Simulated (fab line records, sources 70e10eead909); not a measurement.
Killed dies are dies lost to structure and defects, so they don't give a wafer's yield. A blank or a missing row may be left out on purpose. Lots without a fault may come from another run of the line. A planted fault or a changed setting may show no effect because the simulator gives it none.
Which tool did it? | flow nand_harc | 24 lots, 72 wafers sampled, at 4 steps of a route of 1159

WHAT THE GAUGES READ, wafer by wafer
NHARC_A_CONTACT_OVL_MEAS_43. Usual: overlay_x_nm 0.1 nm, standard deviation 0.77; overlay_y_nm 0.1 nm, standard deviation 0.85.
lot  | measured     | on         | overlay_x_nm (nm) | overlay_y_nm (nm) | flag
L074 | day 16 11:00 | overlay-02 | 0.9 0.6 1.0       | 1.6 2.0 1.8       |
L075 | day 16 10:42 | overlay-02 | 1.8 1.3 1.1       | -0.4 0.0 0.3      |
L077 | day 16 23:37 | overlay-02 | -0.8 -0.1 -0.3    | 0.7 1.0 0.6       |
L076 | day 16 22:16 | overlay-02 | 0.1 0.0 -0.6      | -0.4 0.3 -0.3     |
L079 | day 17 11:57 | overlay-02 | -0.8 -0.3 -0.7    | -1.4 -1.5 -1.2    |
L078 | day 17 07:40 | overlay-02 | -1.2 -1.6 -0.8    | -0.1 0.2 -0.7     |
L081 | day 18 04:53 | overlay-01 | 0.7 0.6 0.7       | 0.9 1.4 0.7       |
L080 | day 18 01:01 | overlay-02 | -1.2 -1.0 -1.3    | -1.1 -0.6 -1.5    |
L082 | day 18 13:06 | overlay-02 | 1.2 0.9 1.2       | -0.7 -0.5 -0.1    |
L083 | day 18 14:32 | overlay-02 | 0.0 -0.2 -0.2     | 0.9 1.2 0.2       |
L084 | day 18 17:18 | overlay-02 | 0.3 0.3 -0.1      | 1.1 1.4 0.9       |
L085 | day 18 19:50 | overlay-02 | -0.2 -0.3 0.0     | 1.1 0.5 0.4       |
L086 | day 19 04:49 | overlay-02 | -0.8 -1.2 -1.2    | -0.2 -0.2 -0.3    |
L088 | day 19 07:10 | overlay-01 | -0.9 -0.3 -0.9    | 0.0 -0.4 0.1      |
L087 | day 19 08:56 | overlay-01 | -0.5 -0.3 -0.6    | -0.5 -0.1 -0.4    |
L091 | day 21 03:27 | overlay-02 | 0.9 1.0 0.6       | 0.4 0.1 -0.2      |
L089 | day 20 19:52 | overlay-01 | 0.2 -0.1 0.1      | 0.8 0.7 0.2       |
L090 | day 21 00:50 | overlay-01 | 0.7 1.0 0.8       | 0.9 0.7 0.6       |
L092 | day 20 20:10 | overlay-02 | 0.0 0.2 0.8       | -0.2 -0.1 -0.4    |
L093 | day 21 10:37 | overlay-02 | 1.1 0.9 0.5       | -1.3 -1.2 -1.4    |
L094 | day 21 13:21 | overlay-02 | 0.4 0.7 0.3       | 1.0 1.2 0.9       |
L095 | day 21 21:58 | overlay-01 | 1.3 1.4 1.3       | -0.7 -1.1 -0.6    |
L097 | day 22 08:01 | overlay-02 | 0.6 0.2 0.0       | 1.3 1.3 1.1       |
L096 | day 21 16:35 | overlay-02 | 0.6 1.2 0.6       | -0.5 -0.5 -0.4    |

WHICH TOOL RAN EACH LOT (tool, then ch and the chambers of the sampled wafers, then the start)
lot  | NHARC_A_SLIT_STRIP_18                         | NHARC_A_WL_FILL_ALD_02              | NHARC_A_WL_FILL_CMP_12
L074 | rie_diel-08 ch 0,3, day 15 00:24 or earlier   | ald_metal-01 ch 0,2, day 15 00:24   | cmp-03 ch 0,1,2, day 16 05:56
L075 | rie_diel-08 ch 0,1,3, day 15 00:30 or earlier | ald_metal-04 ch 0,1,2, day 15 00:30 | cmp-02 ch 0,1, day 16 05:22
L077 | rie_diel-12 ch 0,2,3, day 15 13:22 or earlier | ald_metal-01 ch 2,3, day 15 13:22   | cmp-02 ch 2,3, day 16 18:04
L076 | rie_diel-11 ch 0,1,2, day 15 13:10 or earlier | ald_metal-04 ch 0,2, day 15 13:10   | cmp-03 ch 0,3, day 16 17:55
L079 | rie_diel-11 ch 2,3, day 15 17:29 or earlier   | ald_metal-01 ch 2,3, day 15 17:29   | cmp-01 ch 0,1,3, day 17 07:49
L078 | rie_diel-08 ch 0,1,3, day 15 17:38 or earlier | ald_metal-03 ch 1,2,3, day 15 17:38 | cmp-01 ch 0,1,2, day 17 03:31
L081 | rie_diel-08 ch 1,2,3, day 16 14:25 or earlier | ald_metal-01 ch 0,3, day 16 14:25   | cmp-01 ch 2,3, day 18 00:41
L080 | rie_diel-11 ch 0,2,3, day 16 14:11 or earlier | ald_metal-04 ch 1,2,3, day 16 14:11 | cmp-02 ch 0,2,3, day 17 20:52
L082 | rie_diel-12 ch 1,2,3, day 17 01:04 or earlier | ald_metal-01 ch 0,1,3, day 17 01:04 | cmp-03 ch 0,1,2, day 18 08:55
L083 | rie_diel-08 ch 1,2,3, day 17 01:04 or earlier | ald_metal-03 ch 0,2,3, day 17 01:04 | cmp-02 ch 0,1,3, day 18 09:09
L084 | rie_diel-08 ch 0,1, day 17 01:22 or earlier   | ald_metal-03 ch 1,2,3, day 17 01:22 | cmp-03 ch 2,3, day 18 13:16
L085 | rie_diel-12 ch 0,2, day 17 01:14 or earlier   | ald_metal-04 ch 0,2, day 17 01:14   | cmp-03 ch 0,1, day 18 13:27
L086 | rie_diel-08 ch 0,2,3, day 17 12:27 or earlier | ald_metal-01 ch 2,3, day 17 12:27   | cmp-03 ch 0,2,3, day 18 22:35
L088 | rie_diel-12 ch 1,2,3, day 18 00:12 or earlier | ald_metal-03 ch 0,2,3, day 18 00:12 | cmp-02 ch 1,2,3, day 19 01:47
L087 | rie_diel-12 ch 0,1, day 18 00:20 or earlier   | ald_metal-01 ch 2,3, day 18 00:20   | cmp-01 ch 2,3, day 19 02:48
L091 | rie_diel-11 ch 1,2, day 19 14:10 or earlier   | ald_metal-01 ch 0,1,3, day 19 14:10 | cmp-02 ch 0,3, day 20 20:59
L089 | rie_diel-11 ch 0,1,3, day 19 14:15 or earlier | ald_metal-03 ch 2,3, day 19 14:15   | cmp-03 ch 1,2,3, day 20 15:41
L090 | rie_diel-08 ch 1,2,3, day 19 14:27 or earlier | ald_metal-04 ch 2,3, day 19 14:27   | cmp-02 ch 0,1,3, day 20 19:58
L092 | rie_diel-11 ch 0,2,3, day 19 14:35 or earlier | ald_metal-01 ch 0,1,3, day 19 14:35 | cmp-01 ch 0,1,2, day 20 15:38
L093 | rie_diel-12 ch 1,2,3, day 19 17:59 or earlier | ald_metal-04 ch 1,2, day 19 17:59   | cmp-02 ch 0,2,3, day 21 01:46
L094 | rie_diel-11 ch 0,2,3, day 19 17:50 or earlier | ald_metal-01 ch 1,2, day 19 17:50   | cmp-02 ch 0,2,3, day 21 06:02
L095 | rie_diel-08 ch 0,1, day 19 23:02 or earlier   | ald_metal-01 ch 0,1,3, day 19 23:02 | cmp-03 ch 0,1,2, day 21 17:34
L097 | rie_diel-11 ch 0,2,3, day 19 23:08 or earlier | ald_metal-03 ch 0,1,3, day 19 23:08 | cmp-03 ch 0,1,2, day 22 02:10
L096 | rie_diel-08 ch 0,1,2, day 19 22:59 or earlier | ald_metal-04 ch 1,2,3, day 19 22:59 | cmp-03 ch 0,2,3, day 21 10:52
- NHARC_A_SLIT_STRIP_18: strips in O2.
- NHARC_A_WL_FILL_ALD_02: deposits TiN, target thk 2 nm, pulse time 3 s, ald cycles 100.
- NHARC_A_WL_FILL_CMP_12: polishes, t overpolish 30 s, target thk 75 nm.

WHAT THE TOOLS THEMSELVES READ (means of the sampled wafers that have a number; where no wafer has one, the mark that the record gives instead)
NHARC_A_SLIT_STRIP_18. Usual: drypump_motor_current_A 5.6 A, standard deviation 0.35; oes_product_au 1.001 a.u., standard deviation 0.011; rf_vpp_V 57.8 V, standard deviation 0.92; showerhead_plenum_p_Torr 3.57 Torr, standard deviation 0.12; throttle_valve_pct 17.037 %, standard deviation 0.0094.
lot  | tool        | drypump_motor_current_A (A) | oes_product_au (a.u.) | rf_vpp_V (V) | showerhead_plenum_p_Torr (Torr) | throttle_valve_pct (%) | flag
L074 | rie_diel-08 | 6.0                         | 0.990                 | 58.3         | 3.61                            | 17.034                 |
L075 | rie_diel-08 | 5.8                         | 0.990                 | 57.7         | 3.50                            | 17.033                 |
L077 | rie_diel-12 | 5.7                         | 1.007                 | 57.0         | 3.58                            | 17.040                 |
L076 | rie_diel-11 | 5.4                         | 1.005                 | 58.1         | 3.63                            | 17.037                 |
L079 | rie_diel-11 | 5.5                         | 0.998                 | 57.3         | 3.61                            | 17.030                 |
L078 | rie_diel-08 | 5.8                         | 1.003                 | 57.2         | 3.50                            | 17.034                 |
L081 | rie_diel-08 | 5.7                         | 0.992                 | 57.5         | 3.46                            | 17.034                 |
L080 | rie_diel-11 | 5.4                         | 1.012                 | 57.6         | 3.63                            | 17.030                 |
L082 | rie_diel-12 | 5.8                         | 1.006                 | 58.3         | 3.57                            | 17.040                 |
L083 | rie_diel-08 | 5.7                         | 0.994                 | 57.5         | 3.45                            | 17.046                 |
L084 | rie_diel-08 | 5.8                         | 0.992                 | 58.1         | 3.55                            | 17.048                 |
L085 | rie_diel-12 | 5.5                         | 1.013                 | 58.2         | 3.69                            | 17.032                 |
L086 | rie_diel-08 | 5.9                         | 0.981                 | 57.6         | 3.56                            | 17.045                 |
L088 | rie_diel-12 | 5.8                         | 0.999                 | 58.4         | 3.57                            | 17.041                 |
L087 | rie_diel-12 | 6.1                         | 1.003                 | 56.8         | 3.73                            | 17.035                 |
L091 | rie_diel-11 | 5.5                         | 0.998                 | 57.5         | 3.60                            | 17.049                 |
L089 | rie_diel-11 | 5.3                         | 1.007                 | 58.4         | 3.60                            | 17.033                 |
L090 | rie_diel-08 | 5.7                         | 0.989                 | 57.6         | 3.45                            | 17.033                 |
L092 | rie_diel-11 | 5.5                         | 1.001                 | 57.6         | 3.63                            | 17.032                 |
L093 | rie_diel-12 | 5.8                         | 1.010                 | 57.2         | 3.56                            | 17.039                 |
L094 | rie_diel-11 | 5.5                         | 1.000                 | 57.9         | 3.63                            | 17.031                 |
L095 | rie_diel-08 | 5.6                         | 1.003                 | 58.2         | 3.44                            | 17.024                 |
L097 | rie_diel-11 | 5.5                         | 1.003                 | 58.2         | 3.63                            | 17.029                 |
L096 | rie_diel-08 | 5.7                         | 0.999                 | 57.3         | 3.51                            | 17.043                 |

NHARC_A_WL_FILL_ALD_02. Usual: heater_power_w 1056 W, standard deviation 100; precursor_pulse_height_rel 1.002, standard deviation 0.02.
lot  | tool         | heater_power_w (W) | precursor_pulse_height_rel | flag
L074 | ald_metal-01 | 1094               | 0.996                      |
L075 | ald_metal-04 | 1060               | 0.977                      |
L077 | ald_metal-01 | 1006               | 1.000                      |
L076 | ald_metal-04 | 1040               | 1.010                      |
L079 | ald_metal-01 | 1083               | 0.977                      |
L078 | ald_metal-03 | 1125               | 0.993                      |
L081 | ald_metal-01 | 895                | 0.995                      |
L080 | ald_metal-04 | 1040               | 1.018                      |
L082 | ald_metal-01 | 948                | 0.987                      |
L083 | ald_metal-03 | 1134               | 1.006                      |
L084 | ald_metal-03 | 1103               | 0.993                      |
L085 | ald_metal-04 | 979                | 1.012                      |
L086 | ald_metal-01 | 999                | 1.006                      |
L088 | ald_metal-03 | 1145               | 1.001                      |
L087 | ald_metal-01 | 1093               | 1.003                      |
L091 | ald_metal-01 | 967                | 1.012                      |
L089 | ald_metal-03 | 1100               | 1.005                      |
L090 | ald_metal-04 | 1003               | 1.009                      |
L092 | ald_metal-01 | 972                | 1.006                      |
L093 | ald_metal-04 | 1039               | 0.995                      |
L094 | ald_metal-01 | 1063               | 1.008                      |
L095 | ald_metal-01 | 954                | 1.001                      |
L097 | ald_metal-03 | 1152               | 0.985                      |
L096 | ald_metal-04 | 1062               | 0.975                      |

NHARC_A_WL_FILL_CMP_12. Usual: motor_current_A 11.9 A, standard deviation 1.2; overpolish_run_s 30.000 s, standard deviation 0.0088; slurry_flow_ml_min 150.0, standard deviation 0.53; time_to_endpoint_s 14.7 s, standard deviation 2.7.
lot  | tool   | motor_current_A (A) | overpolish_run_s (s) | slurry_flow_ml_min | time_to_endpoint_s (s) | flag
L074 | cmp-03 | 12.1                | 30.005               | 149.9              | 14.1                   |
L075 | cmp-02 | 10.9                | 29.994               | 150.2              | 18.3                   |
L077 | cmp-02 | 11.1                | 30.000               | 149.9              | 12.5                   |
L076 | cmp-03 | 12.5                | 30.000               | 150.2              | 16.4                   |
L079 | cmp-01 | 11.7                | 30.005               | 150.1              | 15.4                   |
L078 | cmp-01 | 12.5                | 29.997               | 149.9              | 15.6                   |
L081 | cmp-01 | 11.5                | 30.000               | 150.8              | 16.4                   |
L080 | cmp-02 | 11.5                | 29.999               | 150.1              | 13.3                   |
L082 | cmp-03 | 12.1                | 30.010               | 150.5              | 12.9                   |
L083 | cmp-02 | 10.9                | 30.001               | 149.9              | 18.2                   |
L084 | cmp-03 | 13.4                | 29.996               | 149.9              | 15.2                   |
L085 | cmp-03 | 12.4                | 30.002               | 150.2              | 15.3                   |
L086 | cmp-03 | 12.6                | 29.996               | 149.7              | 14.8                   |
L088 | cmp-02 | 11.6                | 29.990               | 149.6              | 15.3                   |
L087 | cmp-01 | 10.6                | 30.000               | 150.4              | 14.0                   |
L091 | cmp-02 | 11.2                | 30.002               | 149.8              | 14.5                   |
L089 | cmp-03 | 12.8                | 30.001               | 149.5              | 11.6                   |
L090 | cmp-02 | 11.3                | 30.004               | 150.1              | 13.8                   |
L092 | cmp-01 | 12.6                | 29.993               | 150.0              | 13.5                   |
L093 | cmp-02 | 11.2                | 29.988               | 150.0              | 14.1                   |
L094 | cmp-02 | 11.9                | 30.001               | 150.1              | 15.6                   |
L095 | cmp-03 | 12.1                | 29.997               | 150.8              | 13.7                   |
L097 | cmp-03 | 12.1                | 30.005               | 149.8              | 13.6                   |
L096 | cmp-03 | 12.4                | 30.002               | 149.6              | 16.1                   |

THE ANSWER, worked out from the rows above alone
Rule: a lot is off if the mean of its wafers that have a number lies more than 3 standard deviations from the usual mean. A lot without any number at a reading at which 4 lots or more have one is off too. The other lots that the step has rows for count as sound. The gauges are gone through in route order, then the tools' own readings, and for those a lot's mean is taken as printed above. The first step at which some lot is off is used, and at that step the reading that is off furthest; a lot without a number counts as furthest.
No lot is off at any reading shown: from this, nothing can be told.

WHAT THE SIMULATOR HAD PUT IN
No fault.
